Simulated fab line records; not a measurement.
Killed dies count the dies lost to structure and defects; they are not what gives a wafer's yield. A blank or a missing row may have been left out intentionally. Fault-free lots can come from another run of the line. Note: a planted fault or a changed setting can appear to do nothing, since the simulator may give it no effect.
Matching of chambers ; flow nand harc ; rie diel-03 running NHARC_A_CHANNEL_FILL_D1_STRIP_28: 4 sister chambers
The step strips in O2, time 20 s. 8 wafers are shown with their chamber, then 7 later ones without.

== EACH WAFER AND ITS CHAMBER ==
wafer;chamber;oes product au (a.u.);rf vpp V (V)
L083.2;0;0.997;58.3
L087.5;2;0.995;59.2
L087.6;3;1.003;57.5
L089.1;1;1.016;58.8
L089.2;0;0.986;57.1
L089.5;3;1.007;57.6
L090.1;2;0.999;59.7
L090.3;1;1.018;57.5

== WAFERS WHOSE CHAMBER IS MISSING ==
wafer;oes product au (a.u.);rf vpp V (V)
L090.6;1.005;57.8
L091.1;1.018;59.0
L091.5;0.993;57.8
L091.6;1.006;58.6
L093.1;1.019;56.2
L093.3;1.005;59.3
L093.4;0.987;57.4

== WHICH CHAMBER EACH WENT THROUGH ==
wafer;from the rows above;in truth
L090.6;3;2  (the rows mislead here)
L091.1;1;1
L091.5;0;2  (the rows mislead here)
L091.6;can't be placed: 3 or 2 or 1 or 0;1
L093.1;can't be placed: 1 or 3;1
L093.3;can't be placed: 2 or 3 or 1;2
L093.4;0;0
2 of 7 placed correctly. Not placeable from these rows: 3 (in 3, the candidates include the true chamber). Placed wrongly: 2.
How it was worked out, from the rows above alone: a wafer's distance from a chamber is the root of the sum, over the readings, of the square of ((its reading less the chamber's mean) divided by the reading's scatter). The wafer belongs to the nearest chamber; if the next one is less than 2 further off, it can't be placed. The mean given for a chamber averages the wafers shown for that chamber. The scatter is the square root of a quotient: the sum, over the shown wafers, of each reading's squared deviation from its chamber's mean, divided by wafers minus chambers.
